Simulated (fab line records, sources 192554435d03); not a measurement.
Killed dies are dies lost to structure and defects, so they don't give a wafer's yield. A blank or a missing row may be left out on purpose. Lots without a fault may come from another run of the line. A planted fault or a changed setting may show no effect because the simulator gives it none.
Chamber matching | flow n5_finfet | N5_FIN_SAQP_HM_DEP_72 on pecvd-02: 3 sister chambers
The step deposits SiO2 from SiH4/N2O, target thk 12 nm, time 7.2 s. 3 wafers are shown with their chamber, then 9 later ones without.

WAFERS WITH THEIR CHAMBER
wafer  | chamber | showerhead_plenum_p_Torr (Torr)
L086.2 | 2       | 8.02
L086.3 | 1       | 8.06
L086.5 | 0       | 8.35

WAFERS WITHOUT THEIR CHAMBER
wafer  | showerhead_plenum_p_Torr (Torr)
L087.1 | 8.35
L087.2 | 8.02
L087.5 | 8.35
L089.2 | 8.00
L089.3 | 8.07
L089.5 | 8.02
L092.3 | 8.34
L092.4 | 8.35
L092.5 | 8.02

WHICH CHAMBER EACH WENT THROUGH
wafer  | from the rows above | in truth
L087.1 | 0                   | 0
L087.2 | 2                   | 2
L087.5 | 0                   | 0
L089.2 | 2                   | 2
L089.3 | 1                   | 1
L089.5 | 2                   | 2
L092.3 | 0                   | 0
L092.4 | 0                   | 0
L092.5 | 2                   | 2
Placed correctly: 9 of 9. Can't be placed from these rows: 0. Placed wrongly: 0.
How it was worked out, from the rows above alone: a wafer's distance from a chamber is the root of the sum, over the readings, of the square of ((its reading less the chamber's mean) divided by the reading's scatter). The wafer belongs to the nearest chamber; if the next one is less than 2 further off, it can't be placed. A chamber's mean is the mean of its shown wafers. The scatter: with one shown wafer a chamber, the root of the mean of the squares of how far each hidden wafer lies from its nearest shown one.
